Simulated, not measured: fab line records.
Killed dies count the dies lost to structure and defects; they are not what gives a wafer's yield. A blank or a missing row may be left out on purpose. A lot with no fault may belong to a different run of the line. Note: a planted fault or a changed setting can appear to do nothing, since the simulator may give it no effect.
fab line records -- flow nand-harc -- part 1 of 2: steps 1 to 28 of 43
record lots=5, wafers=15, last-day=24
route steps=1159 shown HYBRID_BOND@1100 THIN_TSV@1101
lots with no fault: from the same line, run without faults
start-h: the number of hours between the record's first day and the start of the first shown wafer of the lot -- wait-h: time in hours since the lot's previous step -- " repeats the value in the row above -- L1.1+2: a single row standing in for several wafers -- - no value, or no start was given -- * or withheld: withheld -- < > ~ a bound
route shown NAME@n: NAME is a module with steps in the file, n the number in the route of the first one -- usual: mean/standard deviation of fault-free wafers -- same: alike in all rows -- chamber/n: place in a boat -- sites: per-site readings -- _std_site: standard deviation across them -- _edge_site: outer sites' mean less inner sites' -- radius-mm: for every site, how far away it sits from the centre of the wafer -- mask NAME#n: copy n -- behind: tool/chamber where the wafer was last shaped -- hold: cause of the lot's hold/its duration in hours/its outcome -- device: transistor that didn't switch, given as n, p or np -- end of line: tests run on the same wafers once the route is complete -- step lacking rows: just its recipe -- killed: at the first sort, the dies lost to defects and structure; wafer yield is something else -- map: dies across one wafer; x = killed, . = not, _ = none there
set.NAME: the setting the step ran with; set.NAME@STEP: the setting that earlier step ran with -- model.NAME: the simulator's own value behind a step, which no gauge read
lots at selected steps of the route; one table per step, one row per wafer
services: when a tool's chamber went out of use (start-h, in hours from the record's first day, below 0 if earlier), for how many hours, and the reason
## steps
# step NHARC_HYBRID_BOND_INSPECT_06
# recipe inspect-instrument=ir-void
# usual raw-defect-count=36/14
lot.wafer,tool,chamber,start-h,wait-h,raw-defect-count
L074.1,defect-inspect-01,-,429.14,0.0,21
L074.3,defect-inspect-01,-,429.14,0.0,26
L074.5,defect-inspect-01,-,429.14,0.0,20
L078.1,defect-inspect-02,-,429.14,0.0,24
L078.2,defect-inspect-02,-,429.14,0.0,17
L078.4,defect-inspect-02,-,429.14,0.0,12
L082.1,defect-inspect-01,-,477.00,0.0,24
L082.2,defect-inspect-01,-,477.00,0.0,35
L082.6,defect-inspect-01,-,477.00,0.0,30
L094.1,defect-inspect-01,-,533.27,0.0,38
L094.4,defect-inspect-01,-,533.27,0.0,37
L094.6,defect-inspect-01,-,533.27,0.0,40
L093.1,defect-inspect-02,-,546.42,0.0,49
L093.3,defect-inspect-02,-,546.42,0.0,50
L093.6,defect-inspect-02,-,546.42,0.0,62
# step NHARC_THIN_TSV_GRIND_00
# recipe target-thk-um=6
# usual motor-current-A=12.000/0.021
lot.wafer,tool,chamber,start-h,wait-h,motor-current-A
L074.1,grinder-01,0,429.29,0.1,11.960
L074.3,grinder-01,0,429.29,0.1,11.997
L074.5,grinder-01,0,429.29,0.1,11.957
L078.1,grinder-01,0,430.50,1.4,11.983
L078.2,grinder-01,0,430.50,1.4,11.991
L078.4,grinder-01,0,430.50,1.4,12.017
L082.1,grinder-01,0,477.16,0.1,12.033
L082.2,grinder-01,0,477.16,0.1,11.991
L082.6,grinder-01,0,477.16,0.1,11.992
L094.1,grinder-01,0,534.64,1.4,12.005
L094.4,grinder-01,0,534.64,1.4,12.008
L094.6,grinder-01,0,534.64,1.4,11.948
L093.1,grinder-01,0,546.58,0.1,12.012
L093.3,grinder-01,0,546.58,0.1,11.973
L093.6,grinder-01,0,546.58,0.1,11.995
# step NHARC_THIN_TSV_CMP_01
# recipe target-thk-um=3
# usual motor-current-A=12.0/1.1
lot.wafer,tool,chamber,start-h,wait-h,motor-current-A
L074.3,cmp-03,0,430.57,0.7,13.3
L074.1,cmp-03,1,430.57,0.7,13.2
L074.5,cmp-03,3,430.57,0.7,10.6
L078.4,cmp-04,0,431.71,0.4,10.7
L078.2,cmp-04,1,431.71,0.4,12.3
L078.1,cmp-04,2,431.71,0.4,12.0
L082.2,cmp-02,1,478.39,0.8,12.5
L082.1,cmp-02,2,478.39,0.8,12.5
L082.6,cmp-02,1,478.39,0.8,11.9
L094.1,cmp-02,0,535.87,1.0,11.7
L094.4,cmp-02,2,535.87,1.0,12.5
L094.6,cmp-02,0,535.87,1.0,12.3
L093.1,cmp-03,2,547.83,1.1,10.6
L093.3,cmp-03,3,547.83,1.1,9.9
L093.6,cmp-03,2,547.83,1.1,10.5
# step NHARC_THIN_TSV_THK_MEAS_02
# recipe thk-meas-gauge=ir
# usual thk-nm=2959/260
lot.wafer,tool,chamber,start-h,wait-h,thk-nm
L074.1,film-metro-02,-,430.79,0.2,3089
L074.3,film-metro-02,-,430.79,0.2,2797
L074.5,film-metro-02,-,430.79,0.2,2792
L078.1,film-metro-02,-,431.97,-,3228
L078.2,film-metro-02,-,431.97,-,3440
L078.4,film-metro-02,-,431.97,-,3410
L082.1,film-metro-02,-,478.62,-,3426
L082.2,film-metro-02,-,478.62,-,3449
L082.6,film-metro-02,-,478.62,-,3388
L094.1,film-metro-02,-,536.13,-,3356
L094.4,film-metro-02,-,536.13,-,3360
L094.6,film-metro-02,-,536.13,-,3269
L093.1,film-metro-01,-,548.07,0.2,2592
L093.3,film-metro-01,-,548.07,0.2,2667
L093.6,film-metro-01,-,548.07,0.2,2356
# step NHARC_THIN_TSV_SRD_03
lot.wafer,tool,chamber,start-h,wait-h
L074.1+5+3,wet-bench-08,"0,1,4",430.83,0.0
L078.2+4+1,wet-bench-08,"2,3,4",432.02,0.0
L082.1+2+6,wet-bench-10,"5,7,0",478.67,0.0
L094.6+1+4,wet-bench-10,"6,0,1",536.18,0.0
L093.6+1+3,wet-bench-10,"2,4,5",548.12,0.0
# step NHARC_THIN_TSV_PRECLEAN_41
# recipe time-s=*, temp-c=50, bath-age-min=0, chemistry=SC1
# usual bath-guard-temp-C=50.0/0.52
lot.wafer,tool,chamber,start-h,wait-h,bath-guard-temp-C
L074.1,wet-bench-08,0,430.85,0.0,50.0
L074.5,wet-bench-08,1,430.85,0.0,50.0
L074.3,wet-bench-08,4,430.85,0.0,50.0
L078.2,wet-bench-08,2,432.04,0.0,50.7
L078.4,wet-bench-08,3,432.04,0.0,49.7
L078.1,wet-bench-08,4,432.04,0.0,50.0
L082.1,wet-bench-10,5,478.69,0.0,49.8
L082.2,wet-bench-10,7,478.69,0.0,48.8
L082.6,wet-bench-10,0,478.69,0.0,50.2
L094.6,wet-bench-10,6,536.20,0.0,50.0
L094.1,wet-bench-10,0,536.20,0.0,50.4
L094.4,wet-bench-10,1,536.20,0.0,49.7
L093.6,wet-bench-10,2,548.14,0.0,50.4
L093.1,wet-bench-10,4,548.14,0.0,50.5
L093.3,wet-bench-10,5,548.14,0.0,49.3
# step NHARC_THIN_TSV_SRD_42
lot.wafer,tool,chamber,start-h,wait-h
L074.1+5+3,wet-bench-08,"0,1,4",-,-
L078.2+4+1,wet-bench-08,"2,3,4",-,-
L082.1+2+6,wet-bench-10,"5,7,0",-,-
L094.6+1+4,wet-bench-10,"6,0,1",-,-
L093.6+1+3,wet-bench-10,"2,4,5",-,-
# step NHARC_THIN_TSV_DEP_43
# recipe target-thk-a=13285, temp-c=withheld, pressure-torr=6.5, rf-w=900, teos-flow-sccm=161.4, flow-sccm=2650, target-thk-nm=1328.5, gas=O2, material=SiO2
# usual chamber-pressure-Torr=6.500/0.012, throttle-valve-pct=16.1/0.4
lot.wafer,tool,chamber,start-h,wait-h,chamber-pressure-Torr,throttle-valve-pct
L074.3,pecvd-02,2,431.05,-,6.495,16.5
L074.1,pecvd-02,0,431.05,-,6.497,16.6
L074.5,pecvd-02,1,431.05,-,6.511,16.1
L078.1,pecvd-04,2,432.19,-,6.497,15.8
L078.2,pecvd-04,0,432.19,-,6.511,15.8
L078.4,pecvd-04,0,432.19,-,6.539,15.6
L082.2,pecvd-04,0,478.85,-,6.506,15.6
L082.1,pecvd-04,1,478.85,-,6.509,15.3
L082.6,pecvd-04,2,478.85,-,6.508,16.0
L094.1,pecvd-04,2,536.46,-,6.496,16.0
L094.6,pecvd-04,0,536.46,-,6.521,15.9
L094.4,pecvd-04,1,536.46,-,6.484,15.6
L093.3,pecvd-01,2,548.34,-,6.484,16.9
L093.1,pecvd-01,0,548.34,-,6.497,15.8
L093.6,pecvd-01,0,548.34,-,6.505,16.1
# step NHARC_THIN_TSV_DEHYDRATE_04
# recipe temp-c=150, time-s=120
lot.wafer,tool,chamber,start-h,wait-h
L074.1+3+5,litho-track-02,0,431.41,-
L078.1+2+4,litho-track-02,0,432.60,-
L082.1+2+6,litho-track-05,0,479.25,-
L094.1+4+6,litho-track-05,0,536.78,-
L093.1+3+6,litho-track-05,0,548.70,-
# step NHARC_THIN_TSV_HMDS_05
# recipe time-s=30
lot.wafer,tool,chamber,start-h,wait-h
L074.1+3+5,litho-track-02,0,-,-
L078.1+2+4,litho-track-02,0,-,-
L082.1+2+6,litho-track-05,0,-,-
L094.1+4+6,litho-track-05,0,-,-
L093.1+3+6,litho-track-05,0,-,-
# step NHARC_THIN_TSV_COAT_06
# recipe spin-rpm=*
lot.wafer,tool,chamber,start-h,wait-h
L074.1+3+5,litho-track-02,0,-,-
L078.1+2+4,litho-track-02,0,-,-
L082.1+2+6,litho-track-05,0,-,-
L094.1+4+6,litho-track-05,0,-,-
L093.1+3+6,litho-track-05,0,-,-
# step NHARC_THIN_TSV_SOFTBAKE_07
# recipe temp-c=122, time-s=95
lot.wafer,tool,chamber,start-h,wait-h
L074.1+3+5,litho-track-02,0,-,-
L078.1+2+4,litho-track-02,0,-,-
L082.1+2+6,litho-track-05,0,-,-
L094.1+4+6,litho-track-05,0,-,-
L093.1+3+6,litho-track-05,0,-,-
# step NHARC_THIN_TSV_EBR_08
lot.wafer,tool,chamber,start-h,wait-h
L074.1+3+5,litho-track-02,0,-,-
L078.1+2+4,litho-track-02,0,-,-
L082.1+2+6,litho-track-05,0,-,-
L094.1+4+6,litho-track-05,0,-,-
L093.1+3+6,litho-track-05,0,-,-
# step NHARC_THIN_TSV_EXPOSE_09
# recipe na=0.55, dose-mj=30.7, mask-id=TSV
# usual reticle-temp-C=23.00/0.099, stage-vel-mm-s=499.96/0.22
lot.wafer,tool,chamber,start-h,wait-h,mask,reticle-temp-C,stage-vel-mm-s
L074.1,krf-scanner-02,0,431.56,-,TSV#0,22.99,500.09
L074.3,krf-scanner-02,0,431.56,-,TSV#0,23.06,500.05
L074.5,krf-scanner-02,0,431.56,-,TSV#0,22.88,500.06
L078.1,krf-scanner-03,0,432.87,-,TSV#0,23.02,500.07
L078.2,krf-scanner-03,0,432.87,-,TSV#0,23.05,500.07
L078.4,krf-scanner-03,0,432.87,-,TSV#0,23.13,499.94
L082.1,krf-scanner-01,0,479.52,-,TSV#0,22.93,499.96
L082.2,krf-scanner-01,0,479.52,-,TSV#0,22.93,499.92
L082.6,krf-scanner-01,0,479.52,-,TSV#0,23.05,499.82
L094.1,krf-scanner-01,0,537.05,-,TSV#0,22.93,499.77
L094.4,krf-scanner-01,0,537.05,-,TSV#0,23.15,500.02
L094.6,krf-scanner-01,0,537.05,-,TSV#0,22.92,500.26
L093.1,krf-scanner-03,0,548.97,-,TSV#0,23.00,500.26
L093.3,krf-scanner-03,0,548.97,-,TSV#0,22.90,499.75
L093.6,krf-scanner-03,0,548.97,-,TSV#0,23.08,499.86
# step NHARC_THIN_TSV_PEB_10
# recipe peb-temp-c=118, peb-time-s=85
lot.wafer,tool,chamber,start-h,wait-h
L074.1+3+5,litho-track-02,0,431.62,0.1
L078.1+2+4,litho-track-07,0,432.93,0.1
L082.1+2+6,litho-track-02,0,479.58,0.1
L094.1+4+6,litho-track-02,0,537.11,0.1
L093.1+3+6,litho-track-07,0,549.04,0.1
# step NHARC_THIN_TSV_DEVELOP_11
# recipe time-s=70
lot.wafer,tool,chamber,start-h,wait-h
L074.1+3+5,litho-track-02,0,-,-
L078.1+2+4,litho-track-07,0,-,-
L082.1+2+6,litho-track-02,0,-,-
L094.1+4+6,litho-track-02,0,-,-
L093.1+3+6,litho-track-07,0,-,-
# step NHARC_THIN_TSV_CD_MEAS_12
# recipe target-cd-nm=1000, landing-energy-ev=500
# usual cd-nm=1000.6/2.4
lot.wafer,tool,chamber,start-h,wait-h,cd-nm
L074.1,cd-sem-01,0,431.71,-,1000.8
L074.3,cd-sem-01,0,431.71,-,996.0
L074.5,cd-sem-01,0,431.71,-,1001.1
L078.1,cd-sem-01,0,433.02,-,1004.8
L078.2,cd-sem-01,0,433.02,-,1004.3
L078.4,cd-sem-01,0,433.02,-,998.7
L082.1,cd-sem-03,0,479.67,-,998.6
L082.2,cd-sem-03,0,479.67,-,996.7
L082.6,cd-sem-03,0,479.67,-,998.2
L094.1,cd-sem-02,0,537.20,-,997.8
L094.4,cd-sem-02,0,537.20,-,996.8
L094.6,cd-sem-02,0,537.20,-,999.8
L093.1,cd-sem-02,0,549.13,-,1000.3
L093.3,cd-sem-02,0,549.13,-,1003.5
L093.6,cd-sem-02,0,549.13,-,1004.2
# step NHARC_THIN_TSV_HARDBAKE_13
# recipe temp-c=125, time-s=80
lot.wafer,tool,chamber,start-h,wait-h
L074.1+3+5,litho-track-02,0,431.79,-
L078.1+2+4,litho-track-05,0,433.10,-
L082.1+2+6,litho-track-07,0,479.75,-
L094.1+4+6,litho-track-05,0,537.28,-
L093.1+3+6,litho-track-05,0,549.21,-
# step NHARC_THIN_TSV_DESCUM_14
# recipe time-s=3, o2-flow-sccm=200, ar-flow-sccm=0, bias-power-w=0, chemistry=O2
# usual drypump-motor-current-A=5.6/0.33, oes-product-au=0.994/0.012, rf-vpp-V=57.8/0.89, showerhead-plenum-p-Torr=1.90/0.08, throttle-valve-pct=11.311/0.0096
# same bias-power-w=0
lot.wafer,tool,chamber,start-h,wait-h,drypump-motor-current-A,oes-product-au,rf-hours-counter-h,rf-vpp-V,showerhead-plenum-p-Torr,throttle-valve-pct
L074.3,rie-diel-01,0,431.88,-,5.3,0.982,11,59.0,1.98,11.317
L074.1,rie-diel-01,1,431.88,-,5.7,0.992,13,59.5,1.97,11.314
L074.5,rie-diel-01,3,431.88,-,4.9,0.990,-,58.1,1.83,11.320
L078.2,rie-diel-01,1,433.19,-,5.7,0.994,13,57.8,1.97,11.319
L078.4,rie-diel-01,2,433.19,-,5.4,0.998,13,59.0,1.90,11.317
L078.1,rie-diel-01,3,433.19,-,4.9,0.990,12,57.4,1.83,11.304
L082.1,rie-diel-01,1,479.84,-,5.7,0.987,19,58.4,1.97,11.315
L082.2,rie-diel-01,0,479.84,-,5.3,0.981,15,59.3,1.98,11.308
L082.6,rie-diel-01,2,479.84,-,5.4,1.008,-,57.2,1.90,11.303
L094.1,rie-diel-11,2,537.38,-,6.0,1.008,11,56.8,1.78,11.304
L094.6,rie-diel-11,1,537.38,-,5.6,1.004,-,57.8,2.05,11.323
L094.4,rie-diel-11,3,537.38,-,5.8,0.999,-,58.6,1.83,11.305
L093.1,rie-diel-07,0,549.31,-,5.2,1.000,8,58.3,2.00,11.315
L093.3,rie-diel-07,1,549.31,-,5.6,1.010,8,56.2,1.90,11.291
L093.6,rie-diel-07,2,549.31,-,6.0,0.981,-,58.4,1.81,11.310
# step NHARC_THIN_TSV_ETCH_44
# recipe target-depth-a=15942, time-s=797.1, cf4-flow-sccm=150, o2-flow-sccm=10, ar-flow-sccm=0, rf-w=300, bias-w=800, chemistry=CF4/O2
# usual drypump-motor-current-A=5.5/0.33, oes-product-au=0.996/0.011, rf-vpp-V=794/4.7, showerhead-plenum-p-Torr=1.82/0.074, throttle-valve-pct=16.913/0.009
lot.wafer,tool,chamber,start-h,wait-h,drypump-motor-current-A,oes-product-au,rf-hours-counter-h,rf-vpp-V,showerhead-plenum-p-Torr,throttle-valve-pct
L074.1,rie-diel-01,0,432.07,0.2,5.2,0.969,11,798,1.89,16.923
L074.3,rie-diel-01,1,432.07,0.2,5.7,0.994,13,798,1.88,16.908
L074.5,rie-diel-01,2,432.07,0.2,5.4,0.995,-,793,1.82,16.897
L078.1,rie-diel-01,1,433.27,0.1,5.7,1.002,13,798,1.88,16.906
L078.2,rie-diel-01,2,433.27,0.1,5.4,1.021,14,793,1.82,16.920
L078.4,rie-diel-01,3,433.27,0.1,4.9,0.993,12,791,1.76,16.900
L082.1,rie-diel-01,3,479.92,0.1,4.9,0.991,19,789,1.76,16.925
L082.2,rie-diel-01,2,479.92,0.1,5.4,1.008,20,793,1.82,16.898
L082.6,rie-diel-01,0,479.92,0.1,5.3,0.987,-,797,1.89,16.920
L094.1,rie-diel-11,2,537.54,0.2,6.0,1.006,11,787,1.71,16.908
L094.4,rie-diel-11,1,537.54,0.2,5.7,0.999,-,801,1.95,16.901
L094.6,rie-diel-11,2,537.54,0.2,6.0,1.006,-,785,1.71,16.920
L093.3,rie-diel-07,1,549.37,0.1,5.6,1.004,8,794,1.82,16.915
L093.1,rie-diel-07,0,549.37,0.1,5.2,0.995,8,800,1.91,16.904
L093.6,rie-diel-07,2,549.37,0.1,6.0,0.981,-,789,1.74,16.909
# step NHARC_THIN_TSV_ETCH_15
# recipe target-depth-a=30000, bosch-target-overetch-cycles=2, bosch-etch-step-s=2.8, bosch-dep-step-s=1.2, bosch-cycles=14
# usual drypump-motor-current-A=5.9/0.49
# same bosch-cycles=14
lot.wafer,tool,chamber,start-h,wait-h,drypump-motor-current-A,rf-hours-counter-h
L074.3,rie-si-06,3,432.54,-,4.9,0.7
L074.1,rie-si-06,1,432.54,-,6.5,0.4
L074.5,rie-si-06,3,432.54,-,4.9,-
L078.4,rie-si-04,2,433.85,-,5.9,1.4
L078.1,rie-si-04,3,433.85,-,6.0,1.4
L078.2,rie-si-04,0,433.85,-,5.6,1.3
L082.2,rie-si-06,1,480.49,-,6.5,0.8
L082.1,rie-si-06,0,480.49,-,5.5,1.1
L082.6,rie-si-06,2,480.49,-,5.5,-
L094.1,rie-si-04,0,538.15,-,5.6,0.6
L094.4,rie-si-04,0,538.15,-,5.6,-
L094.6,rie-si-04,2,538.15,-,5.9,-
L093.3,rie-si-06,0,549.94,-,5.6,0.0
L093.1,rie-si-06,2,549.94,-,5.5,0.0
L093.6,rie-si-06,0,549.94,-,5.6,-
# step NHARC_THIN_TSV_CD_MEAS_16
# usual cd-nm=1000.7/2.8
lot.wafer,tool,chamber,start-h,wait-h,cd-nm
L074.1,cd-sem-01,-,432.68,0.1,1000.9
L074.3,cd-sem-01,-,432.68,0.1,996.4
L074.5,cd-sem-01,-,432.68,0.1,1001.6
L078.1,cd-sem-01,-,433.99,0.1,1005.6
L078.2,cd-sem-01,-,433.99,0.1,1005.3
L078.4,cd-sem-01,-,433.99,0.1,998.7
L082.1,cd-sem-01,-,480.64,0.1,998.5
L082.2,cd-sem-01,-,480.64,0.1,995.8
L082.6,cd-sem-01,-,480.64,0.1,997.3
L094.1,cd-sem-01,-,538.32,0.2,996.3
L094.4,cd-sem-01,-,538.32,0.2,995.2
L094.6,cd-sem-01,-,538.32,0.2,999.6
L093.1,cd-sem-03,-,550.09,0.1,998.9
L093.3,cd-sem-03,-,550.09,0.1,1005.5
L093.6,cd-sem-03,-,550.09,0.1,1004.5
# step NHARC_THIN_TSV_STRIP_45
# recipe power-w=1500, temp-c=250, chemistry=O2
# usual drypump-motor-current-A=5.6/0.47, heater-power-w=356/28
lot.wafer,tool,chamber,start-h,wait-h,drypump-motor-current-A,heater-power-w,rf-hours-counter-h
L074.1,plasma-asher-02,0,432.80,0.1,6.2,326,22
L074.3,plasma-asher-02,1,432.80,0.1,5.8,349,-
L074.5,plasma-asher-02,0,432.80,0.1,6.2,321,-
L078.1,plasma-asher-01,1,434.06,0.1,5.7,405,52
L078.2,plasma-asher-01,0,434.06,0.1,4.9,339,52
L078.4,plasma-asher-01,1,434.06,0.1,5.8,397,-
L082.1,plasma-asher-02,0,480.71,0.1,6.2,321,38
L082.2,plasma-asher-02,1,480.71,0.1,5.8,336,38
L082.6,plasma-asher-02,0,480.71,0.1,6.2,328,-
L094.1,plasma-asher-01,1,538.40,0.1,5.8,389,25
L094.4,plasma-asher-01,0,538.40,0.1,4.9,331,-
L094.6,plasma-asher-01,1,538.40,0.1,5.8,391,-
L093.1,plasma-asher-02,1,550.21,0.1,5.9,376,2
L093.3,plasma-asher-02,1,550.21,0.1,5.8,369,-
L093.6,plasma-asher-02,1,550.21,0.1,5.9,370,-
# step NHARC_THIN_TSV_STRIP_46
# recipe time-s=1200, temp-c=72.5, chemistry=post-etch-residue-remover
# usual bath-guard-temp-C=72.5/0.54
lot.wafer,tool,chamber,start-h,wait-h,bath-guard-temp-C
L074.1,wet-bench-10,4,433.11,0.3,72.8
L074.3,wet-bench-10,5,433.11,0.3,72.2
L074.5,wet-bench-10,0,433.11,0.3,72.5
L078.4,wet-bench-10,0,434.41,0.2,72.5
L078.2,wet-bench-10,2,434.41,0.2,72.9
L078.1,wet-bench-10,4,434.41,0.2,72.5
L082.1,wet-bench-08,6,481.07,0.3,72.6
L082.2,wet-bench-08,7,481.07,0.3,73.5
L082.6,wet-bench-08,0,481.07,0.3,73.0
L094.1,wet-bench-10,3,538.75,0.3,72.8
L094.4,wet-bench-10,5,538.75,0.3,71.8
L094.6,wet-bench-10,0,538.75,0.3,72.6
L093.3,wet-bench-08,7,550.54,0.2,73.5
L093.6,wet-bench-08,0,550.54,0.2,72.9
L093.1,wet-bench-08,1,550.54,0.2,72.5
# step NHARC_THIN_TSV_DEP_47
# recipe target-thk-a=2000, temp-c=withheld, pressure-torr=6.5, rf-w=900, teos-flow-sccm=161.4, flow-sccm=2650, target-thk-nm=200, gas=O2, material=SiO2
# usual chamber-pressure-Torr=6.499/0.015, throttle-valve-pct=16.1/0.4
lot.wafer,tool,chamber,start-h,wait-h,chamber-pressure-Torr,throttle-valve-pct
L074.1,pecvd-04,1,433.56,-,6.491,15.2
L074.3,pecvd-04,0,433.56,-,6.512,15.7
L074.5,pecvd-04,1,433.56,-,6.511,15.6
L078.1,pecvd-04,0,434.86,-,6.476,15.9
L078.2,pecvd-04,1,434.86,-,6.510,15.3
L078.4,pecvd-04,1,434.86,-,6.513,15.5
L082.2,pecvd-02,1,481.66,-,6.504,16.2
L082.1,pecvd-02,0,481.66,-,6.491,16.7
L082.6,pecvd-02,0,481.66,-,6.491,16.6
L094.1,pecvd-01,2,539.30,-,6.509,16.8
L094.4,pecvd-01,0,539.30,-,6.521,16.4
L094.6,pecvd-01,1,539.30,-,6.498,16.6
L093.1,pecvd-04,2,551.01,-,6.489,15.7
L093.3,pecvd-04,0,551.01,-,6.470,15.7
L093.6,pecvd-04,2,551.01,-,6.483,15.9
# step NHARC_THIN_TSV_ETCHBACK_48
# recipe target-depth-a=10285, over-etch-frac=0.3, time-s=405.17, ion-energy-ev=250, c4f8-flow-sccm=withheld, ar-flow-sccm=withheld, rf-w=600, bias-w=300, chemistry=C4F8/Ar
# usual oes-product-au=0.94/0.03, rf-vpp-V=546/3
lot.wafer,tool,chamber,start-h,wait-h,oes-product-au,rf-hours-counter-h,rf-vpp-V
L074.1,rie-diel-07,1,434.03,-,0.99,1,548
L074.3,rie-diel-07,2,434.03,-,1.00,1,544
L074.5,rie-diel-07,0,434.03,-,0.99,-,550
L078.2,rie-diel-01,2,435.30,-,0.98,14,547
L078.1,rie-diel-01,3,435.30,-,0.97,12,544
L078.4,rie-diel-01,0,435.30,-,0.94,12,550
L082.2,rie-diel-07,0,482.10,-,1.00,4,551
L082.1,rie-diel-07,2,482.10,-,0.99,3,543
L082.6,rie-diel-07,0,482.10,-,0.99,-,552
L094.4,rie-diel-07,1,539.65,-,0.94,8,546
L094.1,rie-diel-07,3,539.65,-,0.93,7,544
L094.6,rie-diel-07,1,539.65,-,0.94,-,546
L093.3,rie-diel-07,3,551.41,-,0.93,8,544
L093.1,rie-diel-07,1,551.41,-,0.93,9,547
L093.6,rie-diel-07,3,551.41,-,0.94,-,544
# step NHARC_THIN_TSV_STRIP_62
# recipe power-w=1500, temp-c=250, time-s=20, chemistry=N2/H2
# usual drypump-motor-current-A=5.6/0.47, heater-power-w=353/28
lot.wafer,tool,chamber,start-h,wait-h,drypump-motor-current-A,heater-power-w,rf-hours-counter-h
L074.1,plasma-asher-01,1,434.34,-,5.8,394,53
L074.3,plasma-asher-01,1,434.34,-,5.8,392,-
L074.5,plasma-asher-01,1,434.34,-,5.8,416,-
L078.2,plasma-asher-01,0,435.68,-,4.9,339,53
L078.1,plasma-asher-01,1,435.68,-,5.7,401,53
L078.4,plasma-asher-01,1,435.68,-,5.7,405,-
L082.1,plasma-asher-01,1,482.42,-,5.8,388,6
L082.2,plasma-asher-01,0,482.42,-,4.9,342,6
L082.6,plasma-asher-01,1,482.42,-,5.8,391,-
L094.1,plasma-asher-01,1,539.99,-,5.8,383,26
L094.4,plasma-asher-01,0,539.99,-,4.9,326,-
L094.6,plasma-asher-01,1,539.99,-,5.8,397,-
L093.1,plasma-asher-01,0,551.73,-,5.0,336,33
L093.3,plasma-asher-01,1,551.73,-,5.8,383,-
L093.6,plasma-asher-01,1,551.73,-,5.7,392,-
# step NHARC_THIN_TSV_DEGAS_49
# recipe temp-c=300, time-s=120
# usual heater-power-w=484/34
lot.wafer,tool,chamber,start-h,wait-h,heater-power-w
L074.3,pvd-sputter-03,-,434.54,0.1,458
L074.1,pvd-sputter-03,-,434.54,0.1,545
L074.5,pvd-sputter-03,-,434.54,0.1,480
L078.1,pvd-sputter-03,-,435.86,0.1,540
L078.2,pvd-sputter-03,-,435.86,0.1,471
L078.4,pvd-sputter-03,-,435.86,0.1,522
L082.2,pvd-sputter-03,-,482.60,0.1,452
L082.1,pvd-sputter-03,-,482.60,0.1,492
L082.6,pvd-sputter-03,-,482.60,0.1,457
L094.1,pvd-sputter-03,-,540.17,0.2,533
L094.4,pvd-sputter-03,-,540.17,0.2,485
L094.6,pvd-sputter-03,-,540.17,0.2,525
L093.3,pvd-sputter-02,-,551.91,0.1,496
L093.1,pvd-sputter-02,-,551.91,0.1,443
L093.6,pvd-sputter-02,-,551.91,0.1,494
